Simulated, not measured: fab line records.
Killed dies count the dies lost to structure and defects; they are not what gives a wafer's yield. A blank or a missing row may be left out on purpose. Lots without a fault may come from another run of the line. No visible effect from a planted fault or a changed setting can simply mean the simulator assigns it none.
Lot-split experiment | flow n5-finfet | 39 wafers read across 7 lots, on a route 1938 steps long

## THE SPLIT ITSELF
At N5_BEOL_M11_ALD_74 (deposits TaN, target thk 2 nm, pulse time 2 s, purge time 3 s), the setting ald-cycles was moved away from the recipe's 40 on 9 of the 39 wafers read, by -47.5% to +52.5%. All remaining wafers had this setting at the recipe value.

The reading is taken at the split's own step.

## THE READING
TaN_of_BEOL_M11_ALD_74.thk-nm (the simulator's own value, which no gauge read), in nm, at N5_BEOL_M11_ALD_74 (deposits TaN, target thk 2 nm, pulse time 2 s, purge time 3 s). There is no usual value for it anywhere in the file.

wafer  | tool, chamber at the split | ald-cycles as run | against the recipe | TaN_of_BEOL_M11_ALD_74.thk-nm, nm | against lot-mates on the recipe
L075.1 | ald-metal-01, 3,1,1        | 21                | -47.5%             | 1                                 | -1.0
L075.3 | ald-metal-01, 3,1,1        | 21                | -47.5%             | 1                                 | -1.0
L075.6 | ald-metal-01, 3,1,1        | 21                | -47.5%             | 1                                 | -1.0
L075.2 | ald-metal-01, 2,0,2        | 40                | recipe             | 2                                 | -
L075.4 | ald-metal-01, 2,0,2        | 40                | recipe             | 2                                 | -
L075.5 | ald-metal-01, 2,0,2        | 40                | recipe             | 2                                 | -
L074.2 | ald-metal-03, 3,0,1        | 40                | recipe             | 2                                 | -
L074.3 | ald-metal-03, 3,0,1        | 40                | recipe             | 2                                 | -
L074.6 | ald-metal-03, 3,0,1        | 40                | recipe             | 2                                 | -
L080.1 | ald-metal-01, 1,3,2        | 40                | recipe             | 2                                 | -
L080.3 | ald-metal-01, 1,3,2        | 40                | recipe             | 2                                 | -
L080.4 | ald-metal-01, 1,3,2        | 40                | recipe             | 2                                 | -
L080.2 | ald-metal-01, 0,0,1        | 47                | +17.5%             | 2.4                               | +0.4
L080.5 | ald-metal-01, 0,0,1        | 47                | +17.5%             | 2.4                               | +0.4
L080.6 | ald-metal-01, 0,0,1        | 47                | +17.5%             | 2.4                               | +0.4
L079.1 | ald-metal-04, 1,2,0,3,3,0  | 40                | recipe             | 2                                 | -
L079.2 | ald-metal-04, 1,2,0,3,3,0  | 40                | recipe             | 2                                 | -
L079.3 | ald-metal-04, 1,2,0,3,3,0  | 40                | recipe             | 2                                 | -
L079.4 | ald-metal-04, 1,2,0,3,3,0  | 40                | recipe             | 2                                 | -
L079.5 | ald-metal-04, 1,2,0,3,3,0  | 40                | recipe             | 2                                 | -
L079.6 | ald-metal-04, 1,2,0,3,3,0  | 40                | recipe             | 2                                 | -
L089.1 | ald-metal-01, 2,3,2        | 61                | +52.5%             | 3                                 | +1.0
L089.4 | ald-metal-01, 2,3,2        | 61                | +52.5%             | 3                                 | +1.0
L089.6 | ald-metal-01, 2,3,2        | 61                | +52.5%             | 3                                 | +1.0
L089.2 | ald-metal-01, 3,1,1        | 40                | recipe             | 2                                 | -
L089.3 | ald-metal-01, 3,1,1        | 40                | recipe             | 2                                 | -
L089.5 | ald-metal-01, 3,1,1        | 40                | recipe             | 2                                 | -
L087.1 | ald-metal-01, 2,1,3,0,2,1  | 40                | recipe             | 2                                 | -
L087.2 | ald-metal-01, 2,1,3,0,2,1  | 40                | recipe             | 2                                 | -
L087.3 | ald-metal-01, 2,1,3,0,2,1  | 40                | recipe             | 2                                 | -
L087.4 | ald-metal-01, 2,1,3,0,2,1  | 40                | recipe             | 2                                 | -
L087.5 | ald-metal-01, 2,1,3,0,2,1  | 40                | recipe             | 2                                 | -
L087.6 | ald-metal-01, 2,1,3,0,2,1  | 40                | recipe             | 2                                 | -
L090.1 | ald-metal-04, 0,3,1,2,0,3  | 40                | recipe             | 2                                 | -
L090.2 | ald-metal-04, 0,3,1,2,0,3  | 40                | recipe             | 2                                 | -
L090.3 | ald-metal-04, 0,3,1,2,0,3  | 40                | recipe             | 2                                 | -
L090.4 | ald-metal-04, 0,3,1,2,0,3  | 40                | recipe             | 2                                 | -
L090.5 | ald-metal-04, 0,3,1,2,0,3  | 40                | recipe             | 2                                 | -
L090.6 | ald-metal-04, 0,3,1,2,0,3  | 40                | recipe             | 2                                 | -
Rows listing several chambers each stand for several wafers; the file does not say which wafer went through which chamber.

THE FIT
A straight line over all 39 wafers: TaN_of_BEOL_M11_ALD_74.thk-nm changes by +0.0201 nm for each +1% of ald-cycles; r = +1.00; the points scatter about the line by 0.024 nm.
The same after taking each lot's own level away (the mean of its wafers on the recipe; 39 wafers): +0.0201 nm for each +1%; r = +1.00; scatter 0.024 nm.
The reading moves by 1.1 nm for the largest change in ald-cycles, on that fit.
The lots' own levels span 2.00 to 2.00 nm.
Consequently the slope shifts little with the lot-to-lot level, the two slopes agreeing.
Check: for one of the wafers moved furthest among these (+52.5%), held out of the fit, the line's prediction against its lot-mates is +1.07 nm. It came out at +1 nm against them.

## THESE WAFERS: OTHER SPLITS
Before the reading, these wafers also passed through other splits. Each is held against what the fit with the lots' levels taken away leaves over:
other split on the same wafers   | wafers away from the commonest value | r with TaN_of_BEOL_M11_ALD_74.thk-nm (lot level and that fit taken away)
N5_BEOL_M6_TRENCH_ETCH_37 time-s | 9                                    | +0.18

## THE FILE'S OWN FIT
TaN_of_BEOL_M11_ALD_74.thk-nm changes by +0.0201 nm for each +1% of ald-cycles, r = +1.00.
